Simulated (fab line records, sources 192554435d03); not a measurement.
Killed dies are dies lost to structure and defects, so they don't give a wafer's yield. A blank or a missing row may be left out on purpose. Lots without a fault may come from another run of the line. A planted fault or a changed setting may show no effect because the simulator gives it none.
Chamber matching | flow n5_finfet | N5_BEOL_M14_DEP_53 on pecvd-02: 3 sister chambers
The step deposits SiCN from 3MS/NH3, target thk 50 nm, time 17.8 s. 3 wafers are shown with their chamber, then 9 later ones without.

WAFERS WITH THEIR CHAMBER
wafer  | chamber | throttle_valve_pct (%)
L084.1 | 2       | 16.1
L083.4 | 0       | 18.1
L083.6 | 1       | 18.7

WAFERS WITHOUT THEIR CHAMBER
wafer  | throttle_valve_pct (%)
L087.1 | 18.3
L087.5 | 18.1
L087.6 | 18.7
L089.1 | 18.2
L089.3 | 18.7
L089.4 | 18.6
L088.1 | 16.2
L088.4 | 18.1
L088.5 | 16.2

WHICH CHAMBER EACH WENT THROUGH
wafer  | from the rows above | in truth
L087.1 | 0                   | 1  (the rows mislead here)
L087.5 | 0                   | 0
L087.6 | 1                   | 1
L089.1 | 0                   | 0
L089.3 | 1                   | 1
L089.4 | 1                   | 1
L088.1 | 2                   | 2
L088.4 | 0                   | 0
L088.5 | 2                   | 2
Placed correctly: 8 of 9. Can't be placed from these rows: 0. Placed wrongly: 1.
How it was worked out, from the rows above alone: a wafer's distance from a chamber is the root of the sum, over the readings, of the square of ((its reading less the chamber's mean) divided by the reading's scatter). The wafer belongs to the nearest chamber; if the next one is less than 2 further off, it can't be placed. A chamber's mean is the mean of its shown wafers. The scatter: with one shown wafer a chamber, the root of the mean of the squares of how far each hidden wafer lies from its nearest shown one.
